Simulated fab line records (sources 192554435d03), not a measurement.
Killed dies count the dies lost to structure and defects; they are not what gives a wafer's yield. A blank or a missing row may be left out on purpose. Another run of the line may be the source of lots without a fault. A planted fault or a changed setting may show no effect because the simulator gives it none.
Chamber matching :: flow n5Finfet :: N5_FIN_SAQP_MANDREL1_REMOVE_56 on rieSi-03: 4 sister chambers
The step chemistry HBr/Cl2/O2, target a-Si, stops on SiNx, bt time 10 s. 18 wafers are shown with their chamber, then 9 later ones without.

## WAFERS WITH THEIR CHAMBER
wafer: L076.1
chamber: 1
throttleValvePct (%): 36.74
drypumpMotorCurrentA (A): 6.2
oesProductAu (a.u.): 0.991

wafer: L076.2
chamber: 2
throttleValvePct (%): 36.42
drypumpMotorCurrentA (A): 6.0
oesProductAu (a.u.): 0.998

wafer: L076.3
chamber: 3
throttleValvePct (%): 36.42
drypumpMotorCurrentA (A): 5.8
oesProductAu (a.u.): 1.001

wafer: L076.4
chamber: 0
throttleValvePct (%): 36.48
drypumpMotorCurrentA (A): 5.8
oesProductAu (a.u.): 0.994

wafer: L076.5
chamber: 3
throttleValvePct (%): 36.41
drypumpMotorCurrentA (A): 5.7
oesProductAu (a.u.): 1.010

wafer: L076.6
chamber: 2
throttleValvePct (%): 36.43
drypumpMotorCurrentA (A): 6.0
oesProductAu (a.u.): 0.998

wafer: L077.1
chamber: 0
throttleValvePct (%): 36.49
drypumpMotorCurrentA (A): 5.8
oesProductAu (a.u.): 0.990

wafer: L077.5
chamber: 3
throttleValvePct (%): 36.41
drypumpMotorCurrentA (A): 5.8
oesProductAu (a.u.): 1.019

wafer: L077.6
chamber: 2
throttleValvePct (%): 36.41
drypumpMotorCurrentA (A): 6.1
oesProductAu (a.u.): 0.993

wafer: L078.3
chamber: 0
throttleValvePct (%): 36.48
drypumpMotorCurrentA (A): 5.8
oesProductAu (a.u.): 1.004

wafer: L078.4
chamber: 3
throttleValvePct (%): 36.42
drypumpMotorCurrentA (A): 5.8
oesProductAu (a.u.): 1.017

wafer: L078.6
chamber: 2
throttleValvePct (%): 36.42
drypumpMotorCurrentA (A): 6.0
oesProductAu (a.u.): 1.002

wafer: L082.1
chamber: 2
throttleValvePct (%): 36.43
drypumpMotorCurrentA (A): 6.0
oesProductAu (a.u.): 0.998

wafer: L082.4
chamber: 3
throttleValvePct (%): 36.42
drypumpMotorCurrentA (A): 5.7
oesProductAu (a.u.): 1.003

wafer: L082.5
chamber: 2
throttleValvePct (%): 36.43
drypumpMotorCurrentA (A): 6.0
oesProductAu (a.u.): 0.992

wafer: L083.2
chamber: 2
throttleValvePct (%): 36.44
drypumpMotorCurrentA (A): 6.0
oesProductAu (a.u.): 1.003

wafer: L083.5
chamber: 0
throttleValvePct (%): 36.48
drypumpMotorCurrentA (A): 5.8
oesProductAu (a.u.): 0.998

wafer: L083.6
chamber: 1
throttleValvePct (%): 36.75
drypumpMotorCurrentA (A): 6.2
oesProductAu (a.u.): 0.992

SIGNATURES, as means of the wafers listed above
reading: throttleValvePct
chamber 0: 36.4825
chamber 1: 36.7450
chamber 2: 36.4257
chamber 3: 36.4160
scatter within a chamber: 0.00764

reading: drypumpMotorCurrentA
chamber 0: 5.800
chamber 1: 6.200
chamber 2: 6.014
chamber 3: 5.760
scatter within a chamber: 0.0383

reading: oesProductAu
chamber 0: 0.99650
chamber 1: 0.99150
chamber 2: 0.99771
chamber 3: 1.01000
scatter within a chamber: 0.00579
Rule: a wafer lies at a distance from a chamber equal to the root of the sum of squares, over the readings, of (its reading less the chamber's mean, divided by the reading's scatter). The wafer belongs to the nearest chamber; if the next one is less than 2 further off, it can't be placed. How the scatter is found: for the shown wafers, subtract from each reading the mean of its chamber, square and add these, divide the total by (wafers less chambers), then take the root.

## WAFERS WHOSE CHAMBER IS MISSING
wafer: L086.1
throttleValvePct (%): 36.41
drypumpMotorCurrentA (A): 6.0
oesProductAu (a.u.): 1.004

wafer: L086.4
throttleValvePct (%): 36.77
drypumpMotorCurrentA (A): 6.2
oesProductAu (a.u.): 0.976

wafer: L086.5
throttleValvePct (%): 36.48
drypumpMotorCurrentA (A): 5.8
oesProductAu (a.u.): 0.986

wafer: L089.1
throttleValvePct (%): 36.75
drypumpMotorCurrentA (A): 6.2
oesProductAu (a.u.): 0.983

wafer: L089.2
throttleValvePct (%): 36.43
drypumpMotorCurrentA (A): 6.0
oesProductAu (a.u.): 0.998

wafer: L089.4
throttleValvePct (%): 36.41
drypumpMotorCurrentA (A): 5.8
oesProductAu (a.u.): 1.009

wafer: L097.1
throttleValvePct (%): 36.74
drypumpMotorCurrentA (A): 6.2
oesProductAu (a.u.): 0.989

wafer: L097.4
throttleValvePct (%): 36.43
drypumpMotorCurrentA (A): 5.7
oesProductAu (a.u.): 1.026

wafer: L097.6
throttleValvePct (%): 36.74
drypumpMotorCurrentA (A): 6.2
oesProductAu (a.u.): 0.995

## EACH ONE'S CHAMBER
wafer: L086.1
from the rows above: 2
in truth: 2

wafer: L086.4
from the rows above: 1
in truth: 1

wafer: L086.5
from the rows above: 0
in truth: 0

wafer: L089.1
from the rows above: 1
in truth: 1

wafer: L089.2
from the rows above: 2
in truth: 2

wafer: L089.4
from the rows above: 3
in truth: 3

wafer: L097.1
from the rows above: 1
in truth: 1

wafer: L097.4
from the rows above: 3
in truth: 3

wafer: L097.6
from the rows above: 1
in truth: 1
Correct placement for 9 of the 9. From these rows, 0 cannot be placed. Placed wrongly: 0.
